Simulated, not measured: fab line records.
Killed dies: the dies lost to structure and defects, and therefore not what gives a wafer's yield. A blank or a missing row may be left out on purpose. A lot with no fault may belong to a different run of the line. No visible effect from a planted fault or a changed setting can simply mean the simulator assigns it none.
fab line records	flow n5_finfet	part 2 of 2: steps 5 to 6 of 6
[record] lots = 22	wafers = 66	last_day = 20
route steps=1938 shown BEOL_M6@1217 BEOL_M7@1281
lots untouched by any fault: they come from a run of this same line in which no faults occurred
start_h: start of the lot's first displayed wafer, in hours after the record's first day	wait_h: hours since the lot's step before	" repeats the value in the row above	L1.1+2: a single row standing in for several wafers	- no value present, or no start provided	* or withheld: withheld	< > ~ a bound
route shown NAME@n: NAME is a module with steps in the file, n the number in the route of the first one	usual: average and standard deviation across the fault-free wafers	same: alike in all rows	chamber/n: place in a boat	sites: readings site by site	_std_site: the standard deviation of these	_edge_site: outer sites' mean less inner sites'	radius_mm: how far each site lies from the wafer's centre	mask NAME#n: copy n	behind: the tool/chamber that last shaped the wafer	hold: reason for holding the lot/hours on hold/outcome of the hold	device: whichever transistor did not switch (one of n, p or np)	end of line: the route-end tests of the same wafers	step lacking rows: just its recipe	killed: at the first sort, the dies lost to defects and structure; wafer yield is something else	map: per-die view of a wafer (x killed, . not killed, _ where there is no die)
set.NAME: the run value of the setting; set.NAME@STEP: its run value at that earlier step	model.NAME: the simulator's own value behind a step, which no gauge read
a sample of lots followed through the steps of the route, with each step as a table and each wafer as a row
services: when a tool's chamber went out of use (start_h, in hours from the record's first day, below 0 if earlier), for how many hours, and the reason
[[steps]]
[step N5_BEOL_M7_ETCH_62]
[recipe] chemistry = N2/H2	target = SOC	target_depth_a = 1100	overetch_a = 220	mask_material = SiARC	temp_c = 40	time_s = 165	ion_energy_ev = 200	pressure_mtorr = 30	source_w = 840	bias_w = 150	n2_flow_sccm = 200	h2_flow_sccm = 200
[usual] drypump_motor_current_A = 5.7/0.38	oes_product_au = 0.65/0.052	rf_vpp_V = 523.1/2.7	showerhead_plenum_p_Torr = 2.51/0.089	throttle_valve_pct = 17.84/0.21
[same] time_s = 165
lot.wafer	tool	chamber	start_h	wait_h	drypump_motor_current_A	oes_product_au	rf_hours_counter_h	rf_vpp_V	showerhead_plenum_p_Torr	throttle_valve_pct
L074.2	rie_diel-03	0	217.95	0.0	6.0	0.73	45	524.9	2.62	18.03
L074.3	"	2	"	"	5.4	0.58	229	527.1	2.60	17.90
L074.5	"	1	"	"	6.5	0.64	-	523.5	2.53	17.72
L075.3	rie_diel-06	1	247.89	0.0	5.4	0.70	81	523.9	2.55	17.63
L075.5	"	2	"	"	5.9	0.67	-	518.9	2.36	17.92
L075.6	"	3	"	"	5.8	0.59	-	523.4	2.51	17.94
L078.1	rie_diel-02	1	250.03	0.0	5.4	0.70	83	527.0	2.67	17.55
L078.3	"	3	"	"	5.7	0.62	215	519.3	2.40	17.90
L078.6	"	3	"	"	5.7	0.62	-	519.8	2.40	17.91
L077.1	rie_diel-06	0	255.58	0.0	5.5	0.75	38	523.2	2.49	17.51
L077.4	"	3	"	"	5.8	0.59	216	522.3	2.51	17.95
L077.5	"	3	"	"	5.8	0.59	-	523.2	2.51	17.95
L079.1	rie_diel-06	3	261.73	0.0	5.8	0.59	218	524.0	2.51	17.96
L079.4	"	2	"	"	5.9	0.65	126	518.3	2.36	17.93
L079.6	"	3	"	"	5.8	0.59	-	523.7	2.51	17.95
L083.2	rie_diel-06	1	274.69	0.0	5.4	0.69	89	524.9	2.55	17.64
L083.5	"	1	"	"	5.4	0.69	-	524.5	2.55	17.65
L083.6	"	2	"	"	5.9	0.66	-	519.7	2.36	17.93
L082.2	rie_diel-03	3	274.98	0.0	4.9	0.62	196	525.8	2.63	18.25
L082.4	"	1	"	"	6.5	0.63	180	523.5	2.52	17.75
L082.5	"	2	"	"	5.4	0.57	-	525.5	2.60	17.95
L081.2	rie_diel-06	3	284.13	0.0	5.8	0.59	225	523.2	2.51	17.98
L081.3	"	0	"	"	5.5	0.74	47	521.6	2.48	17.52
L081.4	"	1	"	"	5.3	0.69	92	524.4	2.55	17.65
L080.1	rie_diel-06	3	284.83	0.0	5.8	0.58	225	523.5	2.51	17.98
L080.3	"	0	"	"	5.5	0.75	47	522.4	2.48	17.52
L080.6	"	1	"	"	5.4	0.69	-	525.6	2.55	17.66
L084.1	rie_diel-03	0	292.37	0.0	6.0	0.70	68	525.2	2.61	18.07
L084.4	"	3	"	"	4.9	0.62	-	525.4	2.63	18.26
L084.6	"	0	"	"	6.0	0.71	-	524.3	2.61	18.08
L085.1	rie_diel-03	0	300.32	0.0	6.0	0.71	71	524.8	2.61	18.08
L085.2	"	3	"	"	4.9	0.62	207	526.7	2.63	18.28
L085.4	"	3	"	"	4.9	0.62	-	525.3	2.63	18.27
L088.1	rie_diel-02	0	307.04	0.0	5.5	0.66	138	521.6	2.46	17.87
L088.2	"	1	"	"	5.4	0.68	106	529.6	2.66	17.60
L088.6	"	0	"	"	5.5	0.66	-	520.5	2.46	17.87
L087.1	rie_diel-02	0	318.10	0.0	5.5	0.65	141	520.6	2.46	17.89
L087.2	"	1	"	"	5.4	0.67	109	526.9	2.66	17.59
L087.4	"	2	"	"	5.6	0.60	221	524.0	2.49	17.86
L089.1	rie_diel-06	0	322.51	0.0	5.5	0.73	57	521.3	2.48	17.54
L089.2	"	2	"	"	5.9	0.65	143	519.4	2.35	17.97
L089.6	"	2	"	"	5.9	0.65	-	518.1	2.35	17.97
L086.2	rie_diel-06	0	325.44	0.0	5.5	0.72	58	521.5	2.48	17.54
L086.4	"	1	"	"	5.4	0.68	103	525.0	2.54	17.68
L086.6	"	3	"	"	5.8	0.58	-	523.2	2.50	17.98
L091.1	rie_diel-03	2	326.49	0.0	5.4	0.78	7	525.5	2.59	17.43
L091.4	"	0	"	"	6.0	0.69	78	526.1	2.61	18.07
L091.5	"	0	"	"	6.0	0.70	-	524.9	2.61	18.07
L093.3	rie_diel-03	1	342.23	0.0	6.4	0.62	201	525.0	2.51	17.79
L093.4	"	0	"	"	6.0	0.69	83	524.5	2.61	18.08
L093.6	"	2	"	"	5.4	0.77	-	525.2	2.59	17.44
L092.1	rie_diel-02	0	346.09	0.0	5.6	0.65	150	520.8	2.46	17.90
L092.3	"	1	"	"	5.4	0.67	115	526.5	2.66	17.61
L092.5	"	0	"	"	5.6	0.65	-	520.5	2.46	17.90
L094.4	rie_diel-02	2	359.51	0.1	5.5	0.60	-	523.5	2.49	17.89
L094.5	"	1	"	"	5.4	0.67	-	527.9	2.65	17.61
L094.6	"	0	"	"	5.5	0.65	-	523.4	2.46	17.91
L096.2	rie_diel-03	2	365.35	0.0	5.4	0.76	18	524.4	2.59	17.44
L096.3	"	1	"	"	6.5	0.63	208	523.4	2.51	17.80
L096.4	"	3	"	"	4.9	0.60	225	526.5	2.62	18.31
L095.2	rie_diel-06	1	371.82	0.0	5.4	0.66	122	524.4	2.54	17.71
L095.4	"	1	"	"	5.4	0.67	-	523.8	2.54	17.72
L095.5	"	2	"	"	5.9	0.64	-	516.5	2.35	17.98
L097.1	rie_diel-06	2	372.94	0.0	5.9	0.64	147	518.6	2.35	17.99
L097.4	"	1	"	"	5.4	0.67	-	523.6	2.54	17.72
L097.6	"	0	"	"	5.6	0.71	-	521.4	2.47	17.57
[step N5_BEOL_M7_STRIP_19]
[recipe] chemistry = O2	power_w = 400	temp_c = 40	pressure_mtorr = 30	rf_frequency_hz = 6e+07	bias_power_w = 0	overash_fraction = 0.2	o2_flow_sccm = 225
[usual] drypump_motor_current_A = 5.6/0.38	oes_product_au = 0.77/0.067	rf_vpp_V = 3.5/0.57	showerhead_plenum_p_Torr = 2.09/0.074	throttle_valve_pct = 16.73/0.18
[same] bias_power_w = 0
lot.wafer	tool	chamber	start_h	wait_h	drypump_motor_current_A	oes_product_au	rf_hours_counter_h	rf_vpp_V	showerhead_plenum_p_Torr	throttle_valve_pct
L074.2	rie_diel-06	0	218.30	0.1	5.5	0.92	27	4.7	2.09	16.50
L074.3	"	3	"	"	5.8	0.71	205	3.9	2.05	16.74
L074.5	"	2	"	"	5.8	0.78	-	4.0	1.96	16.77
L075.3	rie_diel-02	1	248.19	0.1	5.4	0.83	83	4.2	2.20	16.40
L075.5	"	3	"	"	5.7	0.73	-	2.7	1.96	16.75
L075.6	"	0	"	"	5.5	0.80	-	3.1	2.02	16.54
L078.1	rie_diel-03	2	250.33	0.1	5.4	0.67	236	3.6	2.18	17.01
L078.3	"	1	"	"	6.4	0.76	171	3.7	2.12	16.89
L078.6	"	3	"	"	4.9	0.74	-	3.5	2.17	16.96
L077.1	rie_diel-03	3	256.02	0.2	4.9	0.74	188	4.1	2.17	16.96
L077.4	"	0	"	"	6.0	0.84	54	3.7	2.13	16.56
L077.5	"	2	"	"	5.4	0.67	-	3.5	2.18	16.98
L079.1	rie_diel-06	1	262.03	0.1	5.4	0.84	86	3.0	2.11	16.68
L079.4	"	0	"	"	5.5	0.90	40	3.2	2.08	16.50
L079.6	"	2	"	"	5.9	0.78	-	2.8	1.96	16.81
L083.2	rie_diel-02	1	275.07	0.1	5.4	0.83	93	3.6	2.20	16.42
L083.5	"	0	"	"	5.5	0.78	-	2.8	2.02	16.55
L083.6	"	3	"	"	5.6	0.72	-	3.2	1.96	16.76
L082.2	rie_diel-02	3	275.28	0.1	5.7	0.73	225	2.8	1.96	16.78
L082.4	"	2	"	"	5.5	0.72	206	3.7	2.09	16.80
L082.5	"	1	"	"	5.4	0.82	-	2.0	2.20	16.42
L081.2	rie_diel-03	0	284.43	0.1	6.0	0.85	64	3.9	2.13	16.60
L081.3	"	2	"	"	5.4	0.65	250	3.8	2.18	17.02
L081.4	"	1	"	"	6.5	0.75	183	4.2	2.12	16.92
L080.1	rie_diel-02	0	285.21	0.2	5.5	0.80	130	3.6	2.02	16.57
L080.3	"	1	"	"	5.4	0.83	97	3.6	2.20	16.44
L080.6	"	0	"	"	5.5	0.79	-	3.6	2.02	16.57
L084.1	rie_diel-02	1	292.67	0.1	5.4	0.82	100	3.0	2.20	16.44
L084.4	"	3	"	"	5.7	0.71	230	2.3	1.95	16.78
L084.6	"	2	"	"	5.5	0.71	-	3.4	2.09	16.81
L085.1	rie_diel-03	3	300.63	0.1	4.9	0.72	207	3.8	2.16	17.01
L085.2	"	1	"	"	6.5	0.74	190	4.1	2.12	16.93
L085.4	"	1	"	"	6.4	0.75	-	3.7	2.12	16.92
L088.1	rie_diel-02	2	307.34	0.1	5.5	0.70	217	3.3	2.08	16.84
L088.2	"	1	"	"	5.4	0.82	106	2.9	2.19	16.47
L088.6	"	0	"	"	5.5	0.77	-	4.0	2.02	16.58
L087.1	rie_diel-06	0	318.44	0.1	5.5	0.87	56	4.7	2.08	16.53
L087.2	"	1	"	"	5.4	0.81	101	4.0	2.10	16.68
L087.4	"	2	"	"	5.9	0.77	141	3.4	1.95	16.82
L089.1	rie_diel-03	2	322.81	0.1	5.4	0.92	6	4.1	2.18	16.51
L089.2	"	3	"	"	4.9	0.72	213	3.3	2.16	17.03
L089.6	"	0	"	"	6.0	0.82	-	3.4	2.13	16.61
L086.2	rie_diel-06	3	325.74	0.1	5.8	0.67	237	3.4	2.04	16.81
L086.4	"	2	"	"	5.9	0.77	144	3.9	1.95	16.86
L086.6	"	1	"	"	5.4	0.81	-	3.2	2.10	16.68
L091.1	rie_diel-06	3	326.89	0.2	5.8	0.67	237	3.0	2.04	16.81
L091.4	"	1	"	"	5.4	0.82	104	4.5	2.10	16.69
L091.5	"	0	"	"	5.5	0.86	-	3.7	2.08	16.57
L093.3	rie_diel-06	3	342.64	0.2	5.8	0.67	243	2.1	2.04	16.82
L093.4	"	1	"	"	5.4	0.80	-	3.9	2.10	16.70
L093.6	"	0	"	"	5.5	0.86	-	3.5	2.07	16.54
L092.1	rie_diel-02	0	346.38	0.1	5.5	0.76	150	4.1	2.01	16.60
L092.3	"	3	"	"	5.7	0.69	248	3.8	1.95	16.82
L092.5	"	3	"	"	5.7	0.69	-	4.0	1.95	16.81
L094.4	rie_diel-03	1	359.78	0.1	6.4	0.73	206	3.2	2.11	16.93
L094.5	"	2	"	"	5.4	0.89	-	4.1	2.17	16.52
L094.6	"	3	"	"	4.9	0.70	-	2.7	2.15	17.02
L096.2	rie_diel-03	2	365.64	0.1	5.4	0.88	18	4.0	2.17	16.52
L096.3	"	0	"	"	6.0	0.80	89	3.6	2.12	16.65
L096.4	"	3	"	"	4.9	0.70	225	3.6	2.15	17.05
L095.2	rie_diel-02	1	372.19	0.2	5.4	0.79	124	3.2	2.19	16.49
L095.4	"	0	"	"	5.5	0.75	158	3.9	2.01	16.63
L095.5	"	0	"	"	5.5	0.76	-	3.4	2.01	16.62
L097.1	rie_diel-06	1	373.24	0.1	5.4	0.81	123	3.2	2.10	16.75
L097.4	"	0	"	"	5.5	0.84	-	2.8	2.07	16.56
L097.6	"	2	"	"	5.9	0.76	-	4.6	1.95	16.84
[[services]]
tool	chamber	start_h	hours	kind
rie_diel-04	2	196.85	3.7	repair
rie_diel-03	3	200.07	23.7	repair
rie_diel-03	2	220.43	3.6	repair
rie_diel-02	3	230.01	2.4	repair
rie_diel-05	3	240.08	-	clean
rie_diel-05	3	240.08	-	consumable_replace:focus_ring
rie_diel-05	3	240.08	-	consumable_replace:showerhead
rie_diel-05	3	240.08	25.9	scheduled_down
rie_diel-05	3	240.08	25.9	vent_cycle
rie_diel-02	0	252.10	6.5	repair
rie_diel-04	0	268.44	10.6	repair
rie_diel-05	2	269.41	-	clean
rie_diel-05	2	269.41	-	consumable_replace:focus_ring
rie_diel-05	2	269.41	16.1	scheduled_down
rie_diel-05	2	269.41	16.1	vent_cycle
rie_diel-04	3	273.77	2.0	repair
rie_diel-05	1	286.76	30.4	repair
rie_diel-01	1	313.20	6.2	repair
rie_diel-06	2	331.76	38.5	repair
rie_diel-01	-	351.84	15.6	pm
rie_diel-06	3	370.23	-	clean
rie_diel-06	3	370.23	-	consumable_replace:focus_ring
rie_diel-06	3	370.23	16.8	scheduled_down
rie_diel-06	3	370.23	16.8	vent_cycle
